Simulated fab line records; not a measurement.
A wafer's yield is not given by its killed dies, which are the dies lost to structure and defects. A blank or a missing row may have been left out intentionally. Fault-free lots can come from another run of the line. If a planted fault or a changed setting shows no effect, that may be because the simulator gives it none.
Code-filled problem report in 8D (eight disciplines) form | flow n5_finfet | the parts of the form that need people (team, actions taken, sign-off) are left out

## 1. WHAT WENT WRONG
Wafers without a fault read 89.2 s, standard deviation 0.33; run_length_s at N5_BEOL_M2_VIA_ETCH_34 reads a mean of 92.8 s on 3 wafers belonging to 3 lots. Relative to the usual mean, that is a shift of +11 standard deviations.
The step: etches the open film in C4F6/O2, target depth 69.4 nm, time 65.9 s.
First seen on wafer L836.6, day 10 08:34, on rie_diel-02. The record has a number at this step for 25 wafers belonging to 10 lots. The rule behind "out" and "out of limits": a value lying over 4 standard deviations away from the usual mean. The rest of the wafers with a number are treated as sound.

## 2. WHAT IT IS, AND WHAT IT ISN'T
question                    | is                     | is not
which readings at this step | run_length_s           | drypump_motor_current_A, oes_product_au, rf_vpp_V, showerhead_plenum_p_Torr, throttle_valve_pct
which lots                  | L833, L836, L838       | L824, L826, L829, L831, L842, L845, L846
which wafers of those lots  | L833.6, L836.6, L838.6 | L833.1, L836.2, L838.1
read on which tools         | rie_diel-02            | rie_diel-05, rie_diel-06
when                        | from day 10 08:34      | up to then (11 sound wafers); but 11 sound wafers of L833, L838, L842, L845, L846 came after

## 3. WHAT RULES OUT EACH SUSPECT
Counting: any tool at a process step up to the reading remains a suspect provided it ran every lot that is out. Sound lots after the first of them don't rule it out here, since some wafers of a struck lot are sound.
- rie_diel-02 at N5_BEOL_M2_VIA_ETCH_34 (etches the open film in C4F6/O2, target depth 69.4 nm, time 65.9 s): kept. It processed each lot that is out (first: L836, day 10 08:34); up to then, its last sound lot is L831 (day 9 09:46). Out on those wafers are its own readings of run_length_s.
The count leaves rie_diel-02 at N5_BEOL_M2_VIA_ETCH_34.

## 4. THE CAUSE (what the simulator had put in)
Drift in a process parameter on rie_diel-02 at N5_BEOL_M2_VIA_ETCH_34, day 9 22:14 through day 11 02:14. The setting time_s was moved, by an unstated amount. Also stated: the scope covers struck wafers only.
Only this tool survived the counting.

## 5. THE EFFECT CHAIN, in route order
Each row: a reading whose mean over the struck wafers that have a number lies more than 3 standard deviations from the usual. Scope: only readings with a usual standard deviation given in the record; hours: median across lots of the time from each lot's start at the first step in this table that gives one to its start at this step; sigmas: change in usual standard deviations.
hours | step                   | reading      | usual  | on struck wafers | change | sigmas
0     | N5_BEOL_M2_VIA_ETCH_34 | run_length_s | 89.2 s | 92.8             | +3.6   | +11
Here are the process steps it includes:
- N5_BEOL_M2_VIA_ETCH_34: etches the open film in C4F6/O2, target depth 69.4 nm, time 65.9 s.
Later measuring or inspecting steps at which every struck wafer that the step has a row for has a number for every such reading, and none has moved that far: N5_BEOL_M4_RC_MEAS_101.

## 6. WHAT WOULD HAVE CAUGHT IT SOONER
In this record the first reading out of limits was taken at day 10 08:34, 10 hours after the fault began at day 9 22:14.
